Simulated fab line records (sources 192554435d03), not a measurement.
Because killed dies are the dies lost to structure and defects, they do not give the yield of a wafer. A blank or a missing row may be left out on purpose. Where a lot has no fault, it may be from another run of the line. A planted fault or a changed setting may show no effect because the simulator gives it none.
Matching of chambers | flow n5Finfet | N5_GATE_CUT_SAC_CAP_01 on aldSin-04: 4 sister chambers
The step material SiNx, target thk 24 nm, pulse time 1 s, ald cycles 480. 8 wafers are shown with their chamber, then 11 later ones without.

== EACH WAFER AND ITS CHAMBER ==
wafer  | chamber | heaterPowerOuterW (W) | heaterPowerW (W)
L083.3 | 1       | 457                   | 850
L084.1 | 3       | 485                   | 767
L084.3 | 2       | 546                   | 956
L084.6 | 2       | 549                   | 928
L086.2 | 1       | 449                   | 849
L086.5 | 3       | 497                   | 784
L086.6 | 0       | 546                   | 853
L089.1 | 0       | 567                   | 822

== WAFERS MISSING THEIR CHAMBER ==
wafer  | heaterPowerOuterW (W) | heaterPowerW (W)
L089.3 | 542                   | 909
L089.6 | 543                   | 835
L091.1 | 445                   | 817
L091.5 | 559                   | 823
L091.6 | 463                   | 829
L090.1 | 530                   | 931
L090.3 | 562                   | 828
L090.5 | 483                   | 766
L093.1 | 489                   | 765
L093.2 | 553                   | 855
L093.4 | 543                   | 889

== WHICH CHAMBER EACH WENT THROUGH ==
wafer  | from the rows above     | in truth
L089.3 | 2                       | 2
L089.6 | 0                       | 0
L091.1 | 1                       | 1
L091.5 | 0                       | 0
L091.6 | 1                       | 1
L090.1 | 2                       | 2
L090.3 | 0                       | 0
L090.5 | 3                       | 3
L093.1 | 3                       | 3
L093.2 | 0                       | 0
L093.4 | can't be placed: 2 or 0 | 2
Correctly placed: 10 of 11. Cannot be placed on the basis of these rows: 1; the candidates contain the true chamber in 1. 0 placed wrongly.
How it was worked out, from the rows above alone: a wafer's distance from a chamber is the root of the sum, over the readings, of the square of ((its reading less the chamber's mean) divided by the reading's scatter). The wafer belongs to the nearest chamber; if the next one is less than 2 further off, it can't be placed. A chamber's mean is the mean of its shown wafers. The scatter: the root of (the sum of the squares of (reading less its chamber's mean) over the shown wafers, divided by (wafers less chambers)).
